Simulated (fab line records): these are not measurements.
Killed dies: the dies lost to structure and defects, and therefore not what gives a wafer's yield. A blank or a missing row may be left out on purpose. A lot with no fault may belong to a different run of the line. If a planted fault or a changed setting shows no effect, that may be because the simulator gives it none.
fab line records    flow n5-finfet    part 2 of 2: steps 5 to 6 of 6
[record] lots = 23  wafers = 69  last-day = 18
route steps=1938 shown FIN_SAQP@128 FIN_CUT@164
lots with no fault: from the same line, run without faults
start-h: hours from the record's first day to the start of the lot's first wafer shown    wait-h: time in hours since the lot's previous step    " unchanged from the row above    L1.1+2: a single row standing in for several wafers    - either no value or no given start    * or withheld: withheld    < > ~ a bound
route shown NAME@n: names a module that has steps shown in the file, with the first one's number in the route    usual: mean/standard deviation of fault-free wafers    same: alike in all rows    chamber/n: place in a boat    sites: each site's reading    _std_site: standard deviation of those values    _edge_site: outer sites' mean less inner sites'    radius-mm: how far each site lies from the wafer's centre    mask NAME#n: copy n    behind: tool/chamber where the wafer was last shaped    hold: the reason the lot was held/the length of the hold in hours/how it ended    device: transistor that didn't switch, given as n, p or np    end of line: the same wafers' tests at the end of the route    where a step has no rows: the recipe by itself    killed: dies lost to structure and defects at the first sort, not the wafer's yield    map: a wafer's dies, x killed, . not, _ none there
set.NAME: the setting that was run; set.NAME@STEP: the one run at that earlier step    model.NAME: the simulator's own value behind a step, which no gauge read
one table for each step of the route and one row for each wafer, over a sample of lots
services: a tool's chamber out of use, with start hour (start-h, from the record's first day; less than 0 if before it), hours out, and reason
[[steps]]
[step N5_FIN_CUT_OVL_MEAS_09]
[recipe] points-per-wafer = 522
[usual] FIN_CUT_OVL = 0.0/0.63
lot.wafer  tool        chamber  start-h  wait-h  FIN_CUT_OVL[nm]
L074.2     overlay-01  0        29.82    0.0     -0.5
L074.3     "           0        "        "       -0.8
L074.6     "           0        "        "       -0.5
L075.1     overlay-02  0        32.53    0.0     0.9
L075.2     "           0        "        "       -0.2
L075.3     "           0        "        "       0.8
L076.1     overlay-02  0        39.19    0.0     0.0
L076.3     "           0        "        "       -0.6
L076.4     "           0        "        "       -0.2
L077.2     overlay-02  0        45.85    0.0     0.9
L077.3     "           0        "        "       0.5
L077.4     "           0        "        "       1.0
L078.1     overlay-02  0        51.00    0.0     -0.6
L078.2     "           0        "        "       0.5
L078.5     "           0        "        "       0.5
L079.2     overlay-01  0        57.35    0.0     -0.2
L079.4     "           0        "        "       -0.8
L079.5     "           0        "        "       0.8
L080.1     overlay-02  0        63.32    0.0     -0.4
L080.3     "           0        "        "       -1.1
L080.5     "           0        "        "       0.4
L081.2     overlay-02  0        69.00    0.0     0.6
L081.3     "           0        "        "       1.6
L081.6     "           0        "        "       0.3
L082.3     overlay-02  0        75.35    0.0     0.7
L082.4     "           0        "        "       0.8
L082.5     "           0        "        "       0.9
L083.3     overlay-02  0        81.74    0.0     -0.3
L083.5     "           0        "        "       0.3
L083.6     "           0        "        "       0.0
L084.2     overlay-02  0        90.31    0.0     0.3
L084.5     "           0        "        "       -0.3
L084.6     "           0        "        "       -0.1
L085.3     overlay-01  0        96.96    0.0     -0.7
L085.4     "           0        "        "       0.2
L085.6     "           0        "        "       0.1
L086.1     overlay-01  0        99.52    0.0     -0.5
L086.3     "           0        "        "       0.3
L086.5     "           0        "        "       1.2
L087.2     overlay-02  0        104.69   0.0     -0.4
L087.4     "           0        "        "       0.1
L087.5     "           0        "        "       0.3
L089.1     overlay-01  0        118.03   0.0     -0.2
L089.5     "           0        "        "       0.6
L089.6     "           0        "        "       -0.2
L090.3     overlay-01  0        123.14   0.0     0.0
L090.5     "           0        "        "       -0.7
L090.6     "           0        "        "       -0.3
L091.1     overlay-02  0        129.86   0.0     -0.9
L091.4     "           0        "        "       -1.1
L091.5     "           0        "        "       0.0
L092.4     overlay-02  0        134.55   0.0     -0.6
L092.5     "           0        "        "       -0.2
L092.6     "           0        "        "       0.1
L093.2     overlay-02  0        140.60   0.0     0.4
L093.3     "           0        "        "       0.9
L093.4     "           0        "        "       0.5
L094.1     overlay-01  0        148.52   0.0     -0.5
L094.4     "           0        "        "       1.6
L094.5     "           0        "        "       0.6
L095.2     overlay-01  0        154.93   0.0     -0.6
L095.4     "           0        "        "       -0.5
L095.6     "           0        "        "       -0.8
L096.1     overlay-02  0        159.49   0.0     -1.3
L096.5     "           0        "        "       -0.8
L096.6     "           0        "        "       -0.2
L097.1     overlay-02  0        164.61   0.0     -0.2
L097.3     "           0        "        "       -0.4
L097.5     "           0        "        "       0.0
[step N5_FIN_CUT_CUT_ETCH_15]
[recipe] chemistry = HBr/Cl2/O2  target = Si  target-depth-a = 1000  bt-time-s = 10  mask-material = SOC  time-s = 42.4  ion-energy-ev = *  bias-w = *  pressure-mtorr = 10  icp-w = 800  HBr_flow_sccm = 150  Cl2_flow_sccm = 80  O2_flow_sccm = 12
[usual] drypump-motor-current-A = 5.8/0.43  mfc-cl2-sccm = 79.97/0.23  oes-product-au = 1.005/0.017  throttle-valve-pct = 37.10/0.21
[same] time-s = 42.4
lot.wafer  tool       chamber  start-h  wait-h  drypump-motor-current-A  mfc-cl2-sccm  oes-product-au  rf-hours-counter-h  throttle-valve-pct
L074.2     rie-si-04  2        30.84    0.1     6.2                      80.16         1.031           93                  37.04
L074.3     "          3        "        "       6.0                      80.15         0.998           21                  36.88
L074.6     "          1        "        "       5.6                      80.54         0.981           -                   37.05
L075.1     rie-si-02  1        33.25    0.1     5.9                      79.80         1.002           177                 37.25
L075.2     "          2        "        "       5.2                      80.46         1.019           0                   37.36
L075.3     "          3        "        "       6.1                      80.19         1.022           142                 36.92
L076.1     rie-si-01  1        39.92    0.1     5.2                      79.95         1.019           1                   37.53
L076.3     "          3        "        "       5.9                      80.03         1.012           61                  36.92
L076.4     "          1        "        "       5.2                      79.69         1.019           -                   37.54
L077.2     rie-si-02  2        46.57    0.1     5.2                      79.94         1.003           1                   37.35
L077.3     "          3        "        "       6.1                      79.92         1.015           142                 36.89
L077.4     "          0        "        "       6.2                      79.71         0.974           140                 37.22
L078.1     rie-si-01  2        52.01    0.1     4.6                      80.37         1.005           0                   36.92
L078.2     "          0        "        "       6.1                      79.97         0.981           187                 37.01
L078.5     "          1        "        "       5.3                      79.62         1.016           -                   37.53
L079.2     rie-si-02  1        58.14    0.1     6.0                      79.82         1.011           177                 37.24
L079.4     "          0        "        "       6.2                      80.25         0.978           140                 37.20
L079.5     "          0        "        "       6.2                      80.00         0.976           -                   37.22
L080.1     rie-si-04  0        64.16    0.1     5.9                      80.08         1.015           19                  36.89
L080.3     "          2        "        "       6.2                      80.04         1.029           94                  37.04
L080.5     "          0        "        "       5.9                      79.97         1.013           -                   36.88
L081.2     rie-si-02  0        69.72    0.1     6.2                      79.76         0.981           140                 37.20
L081.3     "          2        "        "       5.2                      80.32         1.013           1                   37.36
L081.6     "          1        "        "       5.9                      79.95         1.008           -                   37.23
L082.3     rie-si-04  2        76.06    0.0     6.2                      80.35         1.020           94                  37.06
L082.4     "          1        "        "       5.6                      79.87         0.978           200                 37.03
L082.5     "          1        "        "       5.6                      80.03         0.977           -                   37.04
L083.3     rie-si-01  1        82.45    0.0     5.2                      80.13         1.026           1                   37.51
L083.5     "          3        "        "       5.9                      80.06         1.020           -                   36.92
L083.6     "          2        "        "       4.6                      79.44         1.008           -                   36.94
L084.2     rie-si-02  2        91.12    0.1     5.2                      79.77         1.015           1                   37.35
L084.5     "          0        "        "       6.2                      79.71         0.974           -                   37.20
L084.6     "          3        "        "       6.1                      79.56         1.014           -                   36.94
L085.3     rie-si-01  0        97.67    0.0     6.1                      80.02         0.979           188                 37.01
L085.4     "          1        "        "       5.2                      80.04         1.027           -                   37.52
L085.6     "          0        "        "       6.1                      79.96         0.981           -                   37.00
L086.1     rie-si-04  2        100.24   0.1     6.2                      79.94         1.018           95                  37.04
L086.3     "          3        "        "       6.0                      79.51         1.008           -                   36.87
L086.5     "          2        "        "       6.2                      80.19         1.024           -                   37.06
L087.2     rie-si-01  1        105.54   0.1     5.2                      80.11         1.022           2                   37.51
L087.4     "          0        "        "       6.1                      80.03         0.978           -                   37.00
L087.5     "          1        "        "       5.3                      80.24         1.019           -                   37.52
L089.1     rie-si-04  0        118.75   0.1     5.9                      79.62         1.012           19                  36.86
L089.5     "          2        "        "       6.2                      80.02         1.023           -                   37.04
L089.6     "          0        "        "       5.9                      79.70         1.011           -                   36.87
L090.3     rie-si-01  0        123.88   0.0     6.1                      79.84         0.976           189                 37.01
L090.5     "          1        "        "       5.3                      80.11         1.024           -                   37.50
L090.6     "          0        "        "       6.1                      80.19         0.978           -                   37.02
L091.1     rie-si-02  0        130.94   0.1     6.2                      79.40         0.973           141                 37.22
L091.4     "          2        "        "       5.2                      79.79         1.014           2                   37.34
L091.5     "          3        "        "       6.1                      80.12         1.014           -                   36.92
L092.4     rie-si-01  3        135.29   0.1     5.9                      80.41         1.013           -                   36.92
L092.5     "          0        "        "       6.1                      79.72         0.971           -                   36.99
L092.6     "          1        "        "       5.3                      79.54         1.024           -                   37.53
L093.2     rie-si-04  2        141.32   0.1     6.2                      79.82         1.020           96                  37.04
L093.3     "          3        "        "       6.0                      79.61         1.005           23                  36.87
L093.4     "          0        "        "       5.9                      79.81         1.011           20                  36.87
L094.1     rie-si-02  2        149.34   0.1     5.2                      80.37         1.018           3                   37.35
L094.4     "          1        "        "       5.9                      80.04         1.017           179                 37.24
L094.5     "          2        "        "       5.2                      80.42         1.021           -                   37.34
L095.2     rie-si-01  3        155.64   0.1     5.9                      80.21         1.011           63                  36.91
L095.4     "          1        "        "       5.3                      80.03         1.022           3                   37.52
L095.6     "          1        "        "       5.3                      80.08         1.032           -                   37.53
L096.1     rie-si-01  0        160.22   0.1     6.1                      79.98         0.980           189                 37.02
L096.5     "          2        "        "       4.7                      80.06         1.005           -                   36.94
L096.6     "          3        "        "       5.9                      79.93         1.006           -                   36.91
L097.1     rie-si-01  0        165.33   0.1     6.1                      79.93         0.975           190                 37.00
L097.3     "          1        "        "       5.3                      79.65         1.020           3                   37.54
L097.5     "          1        "        "       5.3                      80.10         1.017           -                   37.51
[[services]]
tool         chamber  start-h  hours  kind
rie-si-03    1        13.10    2.4    repair
rie-diel-03  2        21.36    5.5    repair
rie-diel-01  2        21.38    5.8    repair
rie-si-06    -        23.32    0.2    repair
rie-si-01    2        29.15    1.7    repair
rie-si-02    -        31.91    0.3    repair
rie-diel-03  0        37.52    13.5   repair
rie-diel-01  3        40.38    -      clean
rie-diel-01  3        40.38    -      consumable-replace:focus-ring
rie-diel-01  2        64.49    1.4    repair
rie-diel-03  -        72.00    15.6   pm
rie-si-04    0        91.66    9.6    repair
rie-si-06    2        92.58    2.7    repair
rie-si-01    2        97.63    53.2   repair
rie-si-02    -        98.57    0.3    repair
rie-diel-02  2        108.20   -      clean
rie-diel-02  2        108.20   -      consumable-replace:focus-ring
rie-diel-02  2        108.20   21.8   scheduled-down
rie-diel-02  2        108.20   21.8   vent-cycle
rie-si-04    1        118.55   12.5   repair
rie-diel-01  1        121.69   7.3    repair
rie-si-05    3        127.80   16.1   repair
rie-diel-02  3        152.96   1.8    repair
rie-si-05    2        153.96   3.4    repair
